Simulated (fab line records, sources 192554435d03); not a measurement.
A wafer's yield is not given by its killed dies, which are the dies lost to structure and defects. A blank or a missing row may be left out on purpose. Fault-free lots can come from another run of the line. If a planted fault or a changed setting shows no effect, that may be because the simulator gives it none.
What tool caused it?	flow n5Finfet	24 lots with 72 wafers sampled at 5 steps, on a route of 1938 steps

## WHAT THE GAUGES SHOWED, per wafer
N5_HKMG_FIN_THK_MEAS_70: measures by xrf.
lot	measured	on	HK_THK (nm)
L074	day 4 05:07	filmMetro-02	1.537 1.587 1.581
L075	day 4 07:55	filmMetro-02	1.572 1.578 1.607
L076	day 4 12:55	filmMetro-02	1.541 1.538 1.515
L077	day 4 20:20	filmMetro-01	1.572 1.571 1.555
L078	day 5 05:44	filmMetro-02	1.604 1.561 1.614
L079	day 5 11:10	filmMetro-01	1.563 1.556 1.560
L080	day 5 17:55	filmMetro-02	1.618 1.599 1.595
L081	day 5 20:45	filmMetro-02	1.600 1.594 1.634
L082	day 6 06:17	filmMetro-02	1.551 1.580 1.579
L083	day 6 10:55	filmMetro-02	1.550 1.561 1.528
L084	day 6 13:16	filmMetro-02	1.580 1.544 1.557
L085	day 6 21:13	filmMetro-02	1.570 1.582 1.576
L086	day 7 01:16	filmMetro-02	1.566 1.598 1.566
L087	day 7 07:20	filmMetro-02	1.521 1.555 1.540
L088	day 7 13:19	filmMetro-01	1.558 1.584 1.583
L089	day 7 20:49	filmMetro-02	1.551 1.531 1.569
L090	day 8 00:59	filmMetro-01	1.583 1.569 1.580
L091	day 8 08:53	filmMetro-01	1.567 1.566 1.580
L092	day 8 14:22	filmMetro-02	1.539 1.558 1.594
L093	day 8 22:58	filmMetro-02	1.572 1.569 1.532
L094	day 9 02:57	filmMetro-02	1.578 1.589 1.563
L095	day 9 06:53	filmMetro-01	1.558 1.578 1.566
L096	day 9 20:28	filmMetro-02	1.555 1.546 1.566
L097	day 10 02:52	filmMetro-01	1.593 1.574 1.573

## WHICH TOOL RAN EACH LOT (tool, then ch and the chambers of the sampled wafers, then the start)
lot	N5_HKMG_FIN_HK_ALD_01	N5_HKMG_FIN_ALD_74	N5_HKMG_FIN_STRIP_57	N5_HKMG_FIN_ALD_79
L074	aldHk-02 ch 0,2, day 4 01:08	aldHk-03 ch 0,2, day 4 01:43	rieDiel-04 ch 0,1,2, day 4 02:53	aldMetal-02 ch 0,3, day 4 03:58
L075	aldHk-02 ch 0,1,3, day 4 04:02	aldHk-03 ch 0,2,3, day 4 04:37	rieDiel-06 ch 0,3, day 4 05:40	aldMetal-03 ch 2,3, day 4 06:46
L076	aldHk-01 ch 0,2, day 4 09:20	aldHk-02 ch 0,1,3, day 4 09:53	rieDiel-04 ch 0,1,2, day 4 10:44	aldMetal-02 ch 1,2, day 4 11:50
L077	aldHk-03 ch 1,3, day 4 16:31	aldHk-02 ch 0,1,3, day 4 17:05	rieDiel-06 ch 0,1,2, day 4 18:13	aldMetal-01 ch 0,1, day 4 19:17
L078	aldHk-01 ch 0,1, day 5 01:30	aldHk-03 ch 0,2,3, day 5 02:09	rieDiel-06 ch 0,1,3, day 5 03:29	aldMetal-02 ch 0,1,2, day 5 04:37
L079	aldHk-03 ch 1,2,3, day 5 07:20	aldHk-01 ch 1,2,3, day 5 07:55	rieDiel-06 ch 0,1, day 5 08:50	aldMetal-02 ch 0,1, day 5 09:55
L080	aldHk-02 ch 0,1, day 5 14:22	aldHk-03 ch 0,1,2, day 5 14:46	rieDiel-06 ch 1,3, day 5 15:37	aldMetal-02 ch 0,1, day 5 16:44
L081	aldHk-02 ch 1,2, day 5 17:26	aldHk-03 ch 2,3, day 5 17:50	rieDiel-05 ch 1,2,3, day 5 18:37	aldMetal-02 ch 2,3, day 5 19:43
L082	aldHk-02 ch 0,1,2, day 6 02:47	aldHk-03 ch 1,2,3, day 6 03:15	rieDiel-04 ch 0,1,2, day 6 04:10	aldMetal-02 ch 0,1,3, day 6 05:15
L083	aldHk-03 ch 1,3, day 6 07:27	aldHk-02 ch 2,3, day 6 07:51	rieDiel-06 ch 1,2, day 6 08:40	aldMetal-02 ch 0,3, day 6 09:49
L084	aldHk-03 ch 0,1,2, day 6 09:49	aldHk-02 ch 2,3, day 6 10:14	rieDiel-05 ch 0,1, day 6 11:02	aldMetal-02 ch 0,2,3, day 6 12:07
L085	aldHk-01 ch 0,1, day 6 17:35	aldHk-02 ch 1,3, day 6 17:59	rieDiel-06 ch 0,3, day 6 19:03	aldMetal-01 ch 0,1,3, day 6 20:08
L086	aldHk-03 ch 1,2,3, day 6 21:43	aldHk-01 ch 0,2,3, day 6 22:07	rieDiel-04 ch 2,3, day 6 22:54	aldMetal-02 ch 1,2,3, day 6 23:59
L087	aldHk-03 ch 1,3, day 7 03:43	aldHk-01 ch 0,2, day 7 04:22	rieDiel-04 ch 2,3, day 7 05:10	aldMetal-02 ch 0,1,3, day 7 06:15
L088	aldHk-03 ch 0,2,3, day 7 09:49	aldHk-01 ch 2,3, day 7 10:13	rieDiel-06 ch 0,2,3, day 7 11:11	aldMetal-03 ch 0,2,3, day 7 12:16
L089	aldHk-01 ch 0,3, day 7 16:08	aldHk-02 ch 2,3, day 7 16:46	rieDiel-06 ch 0,2,3, day 7 18:40	aldMetal-03 ch 0,1,2, day 7 19:46
L090	aldHk-03 ch 1,2,3, day 7 21:26	aldHk-02 ch 2,3, day 7 21:55	rieDiel-06 ch 1,3, day 7 22:50	aldMetal-03 ch 2,3, day 7 23:55
L091	aldHk-03 ch 0,2,3, day 8 05:06	aldHk-02 ch 0,1,2, day 8 05:42	rieDiel-06 ch 1,2,3, day 8 06:45	aldMetal-01 ch 1,2,3, day 8 07:50
L092	aldHk-03 ch 0,1, day 8 10:58	aldHk-02 ch 0,1, day 8 11:26	rieDiel-04 ch 0,1, day 8 12:14	aldMetal-02 ch 0,3, day 8 13:19
L093	aldHk-01 ch 1,2,3, day 8 19:30	aldHk-02 ch 0,1, day 8 19:55	rieDiel-06 ch 0,1,2, day 8 20:50	aldMetal-03 ch 0,1,3, day 8 21:56
L094	aldHk-03 ch 1,2, day 8 23:37	aldHk-02 ch 0,1,2, day 9 00:02	rieDiel-06 ch 1,3, day 9 00:49	aldMetal-03 ch 0,2,3, day 9 01:55
L095	aldHk-01 ch 0,1,3, day 9 03:08	aldHk-03 ch 0,1,3, day 9 03:32	rieDiel-06 ch 0,1,3, day 9 04:45	aldMetal-03 ch 0,2,3, day 9 05:50
L096	aldHk-03 ch 1,2,3, day 9 17:07	aldHk-01 ch 0,1,2, day 9 17:31	rieDiel-04 ch 1,2,3, day 9 18:19	aldMetal-03 ch 1,2,3, day 9 19:26
L097	aldHk-01 ch 1,2,3, day 9 23:25	aldHk-03 ch 0,1,2, day 9 23:49	rieDiel-04 ch 0,2,3, day 10 00:44	aldMetal-02 ch 2,3, day 10 01:49
- N5_HKMG_FIN_HK_ALD_01: deposits HfO2, target thk 1.6 nm, pulse time 3 s, purge time 3 s.
- N5_HKMG_FIN_ALD_74: deposits La2O3, target thk 0.5 nm, pulse time 6 s, co reactant pulse time 1 s.
- N5_HKMG_FIN_STRIP_57: strips in CF4.
- N5_HKMG_FIN_ALD_79: deposits TiN, target thk 1.5 nm, pulse time 1 s, purge time 3 s.

## AS READ BY THE TOOLS THEMSELVES (means over the sampled wafers that have a number; for cases with no such wafer, the mark the record gives instead)
N5_HKMG_FIN_HK_ALD_01.
lot	tool	precursorPulseHeightRel
L074	aldHk-02	1.035
L075	aldHk-02	1.010
L076	aldHk-01	0.989
L077	aldHk-03	0.991
L078	aldHk-01	1.023
L079	aldHk-03	1.019
L080	aldHk-02	1.000
L081	aldHk-02	0.997
L082	aldHk-02	1.020
L083	aldHk-03	0.988
L084	aldHk-03	1.003
L085	aldHk-01	1.007
L086	aldHk-03	1.003
L087	aldHk-03	0.976
L088	aldHk-03	1.011
L089	aldHk-01	1.007
L090	aldHk-03	0.999
L091	aldHk-03	0.981
L092	aldHk-03	0.997
L093	aldHk-01	1.030
L094	aldHk-03	0.998
L095	aldHk-01	1.000
L096	aldHk-03	1.000
L097	aldHk-01	1.001

N5_HKMG_FIN_ALD_74.
lot	tool	heaterPowerW (W)	precursorPulseHeightRel
L074	aldHk-03	318	0.995
L075	aldHk-03	345	1.016
L076	aldHk-02	349	0.992
L077	aldHk-02	351	0.991
L078	aldHk-03	351	0.991
L079	aldHk-01	372	1.001
L080	aldHk-03	331	1.004
L081	aldHk-03	379	0.996
L082	aldHk-03	367	1.005
L083	aldHk-02	383	0.983
L084	aldHk-02	361	0.997
L085	aldHk-02	345	0.989
L086	aldHk-01	352	1.000
L087	aldHk-01	362	1.013
L088	aldHk-01	378	0.982
L089	aldHk-02	359	1.000
L090	aldHk-02	353	0.997
L091	aldHk-02	328	1.000
L092	aldHk-02	330	1.011
L093	aldHk-02	324	1.012
L094	aldHk-02	336	0.988
L095	aldHk-03	358	0.997
L096	aldHk-01	357	0.989
L097	aldHk-03	338	0.995

N5_HKMG_FIN_STRIP_57.
lot	tool	biasPowerW (W)	drypumpMotorCurrentA (A)	oesProductAu (a.u.)	powerW (W)	rfVppV (V)	showerheadPlenumPTorr (Torr)	throttleValvePct (%)
L074	rieDiel-04	74.97	6.1	0.72	300.3	271.6	1.83	13.86
L075	rieDiel-06	74.72	6.1	0.75	299.7	270.4	1.79	13.83
L076	rieDiel-04	74.89	6.0	0.72	300.0	272.1	1.83	13.87
L077	rieDiel-06	74.97	5.4	0.75	299.7	271.9	1.83	13.72
L078	rieDiel-06	75.00	5.6	0.75	300.2	270.6	1.79	13.76
L079	rieDiel-06	75.00	5.7	0.71	300.1	270.9	1.78	13.94
L080	rieDiel-06	74.91	5.5	0.78	300.9	271.3	1.81	13.59
L081	rieDiel-05	74.99	5.6	0.75	300.2	271.1	1.78	13.63
L082	rieDiel-04	75.06	6.1	0.70	300.4	272.1	1.83	13.89
L083	rieDiel-06	74.88	5.0	0.77	299.6	270.8	1.87	13.53
L084	rieDiel-05	75.18	5.1	0.67	299.6	268.2	1.69	13.94
L085	rieDiel-06	74.88	6.1	0.73	299.6	270.5	1.79	13.89
L086	rieDiel-04	74.96	5.8	0.70	300.5	270.5	1.76	13.85
L087	rieDiel-04	74.88	6.0	0.74	300.8	269.9	1.74	13.81
L088	rieDiel-06	74.88	5.7	0.76	299.0	272.1	1.83	13.68
L089	rieDiel-06	75.04	5.7	0.76	299.4	272.0	1.83	13.68
L090	rieDiel-06	75.27	5.2	0.74	300.4	270.9	1.79	13.73
L091	rieDiel-06	75.17	5.3	0.76	301.0	272.7	1.83	13.60
L092	rieDiel-04	75.14	6.4	0.72	299.5	271.9	1.85	13.86
L093	rieDiel-06	74.92	5.4	0.73	299.3	271.0	1.82	13.79
L094	rieDiel-06	75.16	5.2	0.73	300.2	271.3	1.79	13.74
L095	rieDiel-06	75.04	5.7	0.72	300.3	272.0	1.79	13.83
L096	rieDiel-04	75.04	5.9	0.79	299.8	271.1	1.77	13.81
L097	rieDiel-04	74.73	6.2	0.80	298.9	270.5	1.78	13.65

N5_HKMG_FIN_ALD_79.
lot	tool	heaterPowerW (W)	precursorPulseHeightRel
L074	aldMetal-02	866	0.984
L075	aldMetal-03	840	1.016
L076	aldMetal-02	770	1.012
L077	aldMetal-01	807	1.004
L078	aldMetal-02	782	1.000
L079	aldMetal-02	730	0.983
L080	aldMetal-02	734	1.024
L081	aldMetal-02	877	1.009
L082	aldMetal-02	792	0.998
L083	aldMetal-02	814	1.014
L084	aldMetal-02	841	0.998
L085	aldMetal-01	793	0.992
L086	aldMetal-02	820	0.990
L087	aldMetal-02	788	0.984
L088	aldMetal-03	817	1.002
L089	aldMetal-03	848	1.006
L090	aldMetal-03	855	0.993
L091	aldMetal-01	782	0.999
L092	aldMetal-02	874	0.979
L093	aldMetal-03	959	1.001
L094	aldMetal-03	814	0.989
L095	aldMetal-03	815	1.013
L096	aldMetal-03	880	0.999
L097	aldMetal-02	901	1.010

## THE ANSWER, worked out from the rows above alone
Rule: the usual values come from the lots themselves. The widest of any qualifying gaps counts: lots, ordered by their means at a reading, are off when they make up no more than a third of the lots, leave a main group of 4 or more, and stand apart from it by 3 or more times the standard deviation of that group's means. A main group whose means are all the same, to the digits that the tables above print for the reading, isn't used. A lot without any number at a reading at which 4 lots or more have one is off too. Any other lot the step has rows for is counted as sound. Order of review: gauges by route order, followed by the tools' own readings, for which a lot's mean as printed above is used. At the first step where some lot is off, the reading lying furthest off is the one used; lots without a number count as furthest.
None of the lots is off at any reading shown; this tells nothing.

## WHAT THE SIMULATOR HAD PUT IN
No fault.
